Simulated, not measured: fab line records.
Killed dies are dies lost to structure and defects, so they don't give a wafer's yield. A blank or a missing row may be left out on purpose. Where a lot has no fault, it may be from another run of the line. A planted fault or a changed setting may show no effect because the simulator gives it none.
Split-lot experiment | flow n5-finfet | on a route of 1938 steps: 7 lots, 21 wafers read

THE SPLIT ITSELF
At N5_BEOL_M0_SAQP_COAT_08 (resist thk 90 nm), the setting spin-rpm was moved away from the recipe's 1500 rpm on 5 of the 21 wafers read, by -3.5% to +10.6%. This setting was run at the recipe's value on the other wafers.

FROM THE SPLIT TO THE READING: what the file shows between them, 4 steps
- N5_BEOL_M0_SAQP_EBR_10
- N5_BEOL_M0_SAQP_SOFTBAKE_09: time 60 s
- N5_BEOL_M0_SAQP_EXPOSE_11: exposes mask M0 CORE, target cd 42 nm
- N5_BEOL_M0_SAQP_PEB_12: peb time 60 s

THE READING
CAR-ArF_of_BEOL_M0_SAQP_COAT_08.thk-nm (the simulator's own value, which no gauge read), in nm, at N5_BEOL_M0_SAQP_DEVELOP_13 (develop time 30 s). No usual value for it is given in the file. Average 88.3 nm, standard deviation 0.17 nm, over the 16 wafers here run with the recipe.

wafer  | tool, chamber at the split | spin-rpm as run, rpm | against the recipe | CAR-ArF_of_BEOL_M0_SAQP_COAT_08.thk-nm, nm | against lot-mates on the recipe
L074.3 | litho-track-02, 0          | 1500                 | recipe             | 88.2                                       | -
L074.5 | litho-track-02, 0          | 1500                 | recipe             | 88.2                                       | -
L074.6 | litho-track-02, 0          | 1642                 | +9.5%              | 83.6                                       | -4.6
L078.1 | litho-track-04, 0          | 1596                 | +6.4%              | 85.4                                       | -2.9
L078.2 | litho-track-04, 0          | 1500                 | recipe             | 88.2                                       | -
L078.4 | litho-track-04, 0          | 1500                 | recipe             | 88.4                                       | -
L082.4 | litho-track-03, 0          | 1500                 | recipe             | 88.2                                       | -
L082.5 | litho-track-03, 0          | 1500                 | recipe             | 88                                         | -
L082.6 | litho-track-03, 0          | 1500                 | recipe             | 88                                         | -
L084.1 | litho-track-03, 0          | 1659                 | +10.6%             | 83.8                                       | -4.6
L084.4 | litho-track-03, 0          | 1659                 | +10.6%             | 84                                         | -4.4
L084.6 | litho-track-03, 0          | 1500                 | recipe             | 88.4                                       | -
L089.1 | litho-track-04, 0          | 1500                 | recipe             | 88.6                                       | -
L089.5 | litho-track-04, 0          | 1500                 | recipe             | 88.6                                       | -
L089.4 | litho-track-04, 0          | 1500                 | recipe             | 88.4                                       | -
L092.2 | litho-track-02, 0          | 1500                 | recipe             | 88.4                                       | -
L092.3 | litho-track-02, 0          | 1500                 | recipe             | 88.4                                       | -
L092.6 | litho-track-02, 0          | 1500                 | recipe             | 88.2                                       | -
L097.1 | litho-track-02, 0          | 1448                 | -3.5%              | 90                                         | +1.7
L097.3 | litho-track-02, 0          | 1500                 | recipe             | 88.4                                       | -
L097.6 | litho-track-02, 0          | 1500                 | recipe             | 88.2                                       | -

THE FIT
A straight line over all 21 wafers: CAR-ArF_of_BEOL_M0_SAQP_COAT_08.thk-nm changes by -0.442 nm for each +1% of spin-rpm; r = -0.99; the points scatter about the line by 0.22 nm.
The same after taking each lot's own level away (the mean of its wafers on the recipe; 21 wafers): -0.446 nm for each +1%; r = -1.00; scatter 0.15 nm.
According to that fit, moving spin-rpm by its largest amount changes the reading by 4.7 nm.
The lots' own levels span 88.07 to 88.53 nm, that is 2.7 times the standard deviation above.
Hence the lot-to-lot level has little effect on the slope; both slopes agree.
Check: for one of the wafers moved furthest among these (+10.6%), held out of the fit, the line's prediction against its lot-mates is -4.77 nm. Against them it came out at -4.6 nm.

THESE WAFERS: OTHER SPLITS
Before the reading, these wafers also passed through other splits. Each is held against what the fit with the lots' levels taken away leaves over:
other split on the same wafers         | wafers away from the commonest value | r with CAR-ArF_of_BEOL_M0_SAQP_COAT_08.thk-nm (lot level and that fit taken away)
N5_SDB_COAT_05 spin-rpm                | 9                                    | +0.03
N5_HKMG_FIN_ETCH_54 source-w           | 4                                    | -0.11
N5_HKMG_FIN_ETCH_55 time-s             | 10                                   | -0.25
N5_GATE_CUT_ALD_22 ald-cycles          | 4                                    | -0.16
N5_MOL_CONTACT_COAG_ALD_131 ald-cycles | 9                                    | +0.27
N5_MOL_CONTACT_COAG_ETCH_91 time-s     | 7                                    | -0.02

THE WHOLE CHAIN: every reading that the file lists as answering this split, in the file's order
step                       | what it does      | reading                                                                                 | change (the file's fit)               | r (the file's)
N5_BEOL_M0_SAQP_COAT_08    | resist thk 90 nm  | CAR-ArF_of_BEOL_M0_SAQP_COAT_08.thk-nm (the simulator's own value, which no gauge read) | -0.441 nm for each +1% of the setting | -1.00
N5_BEOL_M0_SAQP_DEVELOP_13 | develop time 30 s | CAR-ArF_of_BEOL_M0_SAQP_COAT_08.thk-nm (the simulator's own value, which no gauge read) | -0.454 nm for each +1% of the setting | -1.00

FILE'S OWN FIT
CAR-ArF_of_BEOL_M0_SAQP_COAT_08.thk-nm changes by -0.454 nm for each +1% of spin-rpm, r = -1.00.
